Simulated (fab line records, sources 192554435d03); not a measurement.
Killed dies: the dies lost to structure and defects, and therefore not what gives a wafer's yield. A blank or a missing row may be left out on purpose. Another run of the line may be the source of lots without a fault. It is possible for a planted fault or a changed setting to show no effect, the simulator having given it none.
Chamber matching | flow n5_finfet | N5_BEOL_M13_ETCH_67 on rie_diel-06 has 4 sister chambers
The step etches SiARC in CF4, target depth 143 nm, time 238.3 s. 4 wafers are shown with their chamber, then 10 later ones without.

## WAFERS, EACH WITH ITS CHAMBER
wafer  | chamber | showerhead_plenum_p_Torr (Torr)
L085.6 | 2       | 2.08
L083.3 | 1       | 2.11
L084.3 | 3       | 2.23
L084.4 | 0       | 2.04

## WAFERS WITHOUT THEIR CHAMBER
wafer  | showerhead_plenum_p_Torr (Torr)
L084.6 | 2.11
L088.1 | 2.04
L088.3 | 2.22
L088.4 | 2.04
L097.1 | 2.10
L097.3 | 2.22
L097.6 | 2.10
L096.1 | 2.21
L096.4 | 2.10
L096.5 | 2.03

## CHAMBER TAKEN BY EACH
wafer  | from the rows above     | in truth
L084.6 | 1                       | 1
L088.1 | 0                       | 0
L088.3 | 3                       | 3
L088.4 | 0                       | 0
L097.1 | can't be placed: 1 or 2 | 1
L097.3 | 3                       | 3
L097.6 | can't be placed: 1 or 2 | 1
L096.1 | 3                       | 3
L096.4 | can't be placed: 1 or 2 | 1
L096.5 | 0                       | 0
7 of 10 placed correctly. These rows do not allow placing 3 (true chamber among the candidates in 3). 0 placed wrongly.
How it was worked out, from the rows above alone: a wafer's distance from a chamber is the root of the sum, over the readings, of the square of ((its reading less the chamber's mean) divided by the reading's scatter). If the next closest chamber is less than 2 further off than the closest, the wafer can't be placed; otherwise it belongs to the closest. For every chamber, the mean is computed from those of its wafers that are shown. The scatter: root of mean squared gap, hidden wafer to nearest shown wafer, with one shown wafer a chamber.
